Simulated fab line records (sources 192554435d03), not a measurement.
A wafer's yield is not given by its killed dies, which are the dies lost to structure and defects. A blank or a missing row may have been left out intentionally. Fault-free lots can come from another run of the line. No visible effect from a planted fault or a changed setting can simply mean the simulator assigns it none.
Split-lot experiment || flow n5Finfet || route with 1938 steps; 7 lots, 21 wafers read

THE SPLIT
At N5_DUMMY_GATE_ETCH_32 (etches SiO2 in CF4, target depth 3.5 nm, time 3.9 s), the setting timeS was moved away from the recipe's 3.9 s on 7 of the 21 wafers read, by -14.3% to +7.1%. All remaining wafers had this setting at the recipe value.

Reading taken at the split's own step.

THE READING
etch.depthNm (the simulator's own value, which no gauge read), in nm, at N5_DUMMY_GATE_ETCH_32 (etches SiO2 in CF4, target depth 3.5 nm, time 3.9 s). The file gives no usual value for it. Across the 14 wafers here that went through the recipe, the average is 3.520 nm and the standard deviation 0.033 nm.

{"wafer": "L077.3", "tool, chamber at the split": "rieSi-02, 1", "timeS as run, s": 3.343, "against the recipe": "-14.3%", "etch.depthNm, nm": 3.008, "against lot-mates on the recipe": -0.517}
{"wafer": "L077.4", "tool, chamber at the split": "rieSi-02, 3", "timeS as run, s": 3.343, "against the recipe": "-14.3%", "etch.depthNm, nm": 2.993, "against lot-mates on the recipe": -0.532}
{"wafer": "L077.5", "tool, chamber at the split": "rieSi-02, 1", "timeS as run, s": 3.9, "against the recipe": "recipe", "etch.depthNm, nm": 3.525, "against lot-mates on the recipe": "-"}
{"wafer": "L079.3", "tool, chamber at the split": "rieSi-06, 0", "timeS as run, s": 4.177, "against the recipe": "+7.1%", "etch.depthNm, nm": 3.758, "against lot-mates on the recipe": "+0.226"}
{"wafer": "L079.5", "tool, chamber at the split": "rieSi-06, 1", "timeS as run, s": 4.177, "against the recipe": "+7.1%", "etch.depthNm, nm": 3.731, "against lot-mates on the recipe": "+0.199"}
{"wafer": "L079.6", "tool, chamber at the split": "rieSi-06, 0", "timeS as run, s": 3.9, "against the recipe": "recipe", "etch.depthNm, nm": 3.532, "against lot-mates on the recipe": "-"}
{"wafer": "L082.4", "tool, chamber at the split": "rieSi-06, 2", "timeS as run, s": 3.9, "against the recipe": "recipe", "etch.depthNm, nm": 3.537, "against lot-mates on the recipe": "-"}
{"wafer": "L082.5", "tool, chamber at the split": "rieSi-06, 1", "timeS as run, s": 3.9, "against the recipe": "recipe", "etch.depthNm, nm": 3.467, "against lot-mates on the recipe": "-"}
{"wafer": "L082.6", "tool, chamber at the split": "rieSi-06, 0", "timeS as run, s": 3.9, "against the recipe": "recipe", "etch.depthNm, nm": 3.503, "against lot-mates on the recipe": "-"}
{"wafer": "L091.3", "tool, chamber at the split": "rieSi-02, 1", "timeS as run, s": 3.9, "against the recipe": "recipe", "etch.depthNm, nm": 3.531, "against lot-mates on the recipe": "-"}
{"wafer": "L091.4", "tool, chamber at the split": "rieSi-02, 2", "timeS as run, s": 3.9, "against the recipe": "recipe", "etch.depthNm, nm": 3.443, "against lot-mates on the recipe": "-"}
{"wafer": "L091.5", "tool, chamber at the split": "rieSi-02, 3", "timeS as run, s": 3.9, "against the recipe": "recipe", "etch.depthNm, nm": 3.532, "against lot-mates on the recipe": "-"}
{"wafer": "L093.1", "tool, chamber at the split": "rieSi-04, 0", "timeS as run, s": 3.9, "against the recipe": "recipe", "etch.depthNm, nm": 3.543, "against lot-mates on the recipe": "-"}
{"wafer": "L093.2", "tool, chamber at the split": "rieSi-04, 2", "timeS as run, s": 3.9, "against the recipe": "recipe", "etch.depthNm, nm": 3.512, "against lot-mates on the recipe": "-"}
{"wafer": "L093.4", "tool, chamber at the split": "rieSi-04, 1", "timeS as run, s": 3.625, "against the recipe": "-7.1%", "etch.depthNm, nm": 3.165, "against lot-mates on the recipe": -0.362}
{"wafer": "L094.2", "tool, chamber at the split": "rieSi-02, 0", "timeS as run, s": 3.611, "against the recipe": "-7.4%", "etch.depthNm, nm": 3.246, "against lot-mates on the recipe": -0.255}
{"wafer": "L094.4", "tool, chamber at the split": "rieSi-02, 3", "timeS as run, s": 3.611, "against the recipe": "-7.4%", "etch.depthNm, nm": 3.261, "against lot-mates on the recipe": -0.240}
{"wafer": "L094.6", "tool, chamber at the split": "rieSi-02, 0", "timeS as run, s": 3.9, "against the recipe": "recipe", "etch.depthNm, nm": 3.501, "against lot-mates on the recipe": "-"}
{"wafer": "L095.2", "tool, chamber at the split": "rieSi-06, 0", "timeS as run, s": 3.9, "against the recipe": "recipe", "etch.depthNm, nm": 3.516, "against lot-mates on the recipe": "-"}
{"wafer": "L095.5", "tool, chamber at the split": "rieSi-06, 3", "timeS as run, s": 3.9, "against the recipe": "recipe", "etch.depthNm, nm": 3.576, "against lot-mates on the recipe": "-"}
{"wafer": "L095.6", "tool, chamber at the split": "rieSi-06, 2", "timeS as run, s": 3.9, "against the recipe": "recipe", "etch.depthNm, nm": 3.555, "against lot-mates on the recipe": "-"}

THE FIT
A straight line over all 21 wafers: etch.depthNm changes by +0.0362 nm for each +1% of timeS; r = +0.98; the points scatter about the line by 0.037 nm.
The same after taking each lot's own level away (the mean of its wafers on the recipe; 21 wafers): +0.0358 nm for each +1%; r = +0.98; scatter 0.037 nm.
The reading moves by 0.51 nm for the largest change in timeS, on that fit.
The lots' own levels span 3.5010 to 3.5490 nm, that is 1.5 times the standard deviation above.
The two slopes are in agreement: the lot-to-lot level therefore moves the slope only a little.
Check: for one of the wafers moved furthest among these (-14.3%), held out of the fit, the line's prediction against its lot-mates is -0.521 nm. Against them it came out at -0.517 nm.

OTHER SPLITS APPLIED TO THESE WAFERS
Before the reading, these wafers also passed through other splits. Each is held against what the fit with the lots' levels taken away leaves over:
{"other split on the same wafers": "N5_DUMMY_GATE_ETCH_31 targetDepthA", "wafers away from the commonest value": 4, "r with etch.depthNm (lot level and that fit taken away)": -0.05}

THE FILE'S OWN FIT
etch.depthNm changes by +0.0373 nm for each +1% of timeS, r = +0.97.
